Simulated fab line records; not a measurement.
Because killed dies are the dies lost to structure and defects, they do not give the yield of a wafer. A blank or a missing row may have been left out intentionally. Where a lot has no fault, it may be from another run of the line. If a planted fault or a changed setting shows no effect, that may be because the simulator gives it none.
Matching of chambers | flow nandHarc | 4 sister chambers for NHARC_P_ZERO_WELL_ETCH_65 on rieDiel-06
The step etches the open film in N2/H2, target depth 80 nm, overetch 24 nm, time 87.88 s. 8 wafers are shown with their chamber, then 7 later ones without.

== WAFERS WITH THEIR CHAMBER ==
wafer  | chamber | drypumpMotorCurrentA (A) | showerheadPlenumPTorr (Torr)
L489.6 | 0       | 6.8                      | 2.01
L494.3 | 2       | 5.9                      | 1.95
L494.6 | 1       | 6.2                      | 2.09
L495.1 | 0       | 6.8                      | 2.00
L495.2 | 2       | 5.9                      | 1.95
L495.4 | 3       | 5.5                      | 2.03
L501.4 | 1       | 6.1                      | 2.08
L501.5 | 3       | 5.4                      | 2.03

== WAFERS WITH NO CHAMBER GIVEN ==
wafer  | drypumpMotorCurrentA (A) | showerheadPlenumPTorr (Torr)
L501.6 | 5.9                      | 1.94
L504.1 | 5.4                      | 2.02
L504.5 | 6.8                      | 2.00
L504.6 | 5.4                      | 2.02
L509.2 | 5.4                      | 2.02
L509.3 | 6.8                      | 1.99
L509.6 | 5.4                      | 2.02

== THE CHAMBER EACH PASSED THROUGH ==
wafer  | from the rows above | in truth
L501.6 | 2                   | 2
L504.1 | 3                   | 3
L504.5 | 0                   | 0
L504.6 | 3                   | 3
L509.2 | 3                   | 3
L509.3 | 0                   | 0
L509.6 | 3                   | 3
Correctly placed: 7 of 7. From these rows, 0 cannot be placed. 0 placed wrongly.
How it was worked out, from the rows above alone: a wafer's distance from a chamber is the root of the sum, over the readings, of the square of ((its reading less the chamber's mean) divided by the reading's scatter). The wafer belongs to the nearest chamber; if the next one is less than 2 further off, it can't be placed. For every chamber, the mean is computed from those of its wafers that are shown. The scatter is the square root of a quotient: the sum, over the shown wafers, of each reading's squared deviation from its chamber's mean, divided by wafers minus chambers.
